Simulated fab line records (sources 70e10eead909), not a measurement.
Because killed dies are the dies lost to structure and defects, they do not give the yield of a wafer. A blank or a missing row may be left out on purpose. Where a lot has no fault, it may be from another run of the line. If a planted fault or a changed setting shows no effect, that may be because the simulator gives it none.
Chamber matching / flow nand-harc / 4 sister chambers for NHARC_A_SGD_CUT_ETCH_58 on rie-diel-06
The step etches the open film in CF4, target depth 39 nm, time 65 s. 4 wafers are shown with their chamber, then 7 later ones without.

WAFERS, EACH WITH ITS CHAMBER
wafer=L864.2; chamber=2; drypump-motor-current-A (A)=5.0
wafer=L868.2; chamber=3; drypump-motor-current-A (A)=5.8
wafer=L877.2; chamber=1; drypump-motor-current-A (A)=5.6
wafer=L877.4; chamber=0; drypump-motor-current-A (A)=5.3

WAFERS MISSING THEIR CHAMBER
wafer=L877.6; drypump-motor-current-A (A)=5.8
wafer=L879.2; drypump-motor-current-A (A)=5.0
wafer=L879.5; drypump-motor-current-A (A)=5.6
wafer=L879.6; drypump-motor-current-A (A)=5.0
wafer=L881.1; drypump-motor-current-A (A)=5.7
wafer=L881.5; drypump-motor-current-A (A)=5.3
wafer=L881.6; drypump-motor-current-A (A)=5.6

WHICH CHAMBER EACH ONE RAN IN
wafer=L877.6; from the rows above=3; in truth=3
wafer=L879.2; from the rows above=2; in truth=2
wafer=L879.5; from the rows above=1; in truth=1
wafer=L879.6; from the rows above=2; in truth=2
wafer=L881.1; from the rows above=can't be placed: 3 or 1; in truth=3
wafer=L881.5; from the rows above=0; in truth=0
wafer=L881.6; from the rows above=1; in truth=1
Placed correctly: 6 of 7. From these rows, 1 cannot be placed; in 1 the true chamber is one of the candidates. 0 placed wrongly.
How it was worked out, from the rows above alone: a wafer's distance from a chamber is the root of the sum, over the readings, of the square of ((its reading less the chamber's mean) divided by the reading's scatter). If the next closest chamber is less than 2 further off than the closest, the wafer can't be placed; otherwise it belongs to the closest. The mean given for a chamber averages the wafers shown for that chamber. The scatter: root of mean squared gap, hidden wafer to nearest shown wafer, with one shown wafer a chamber.
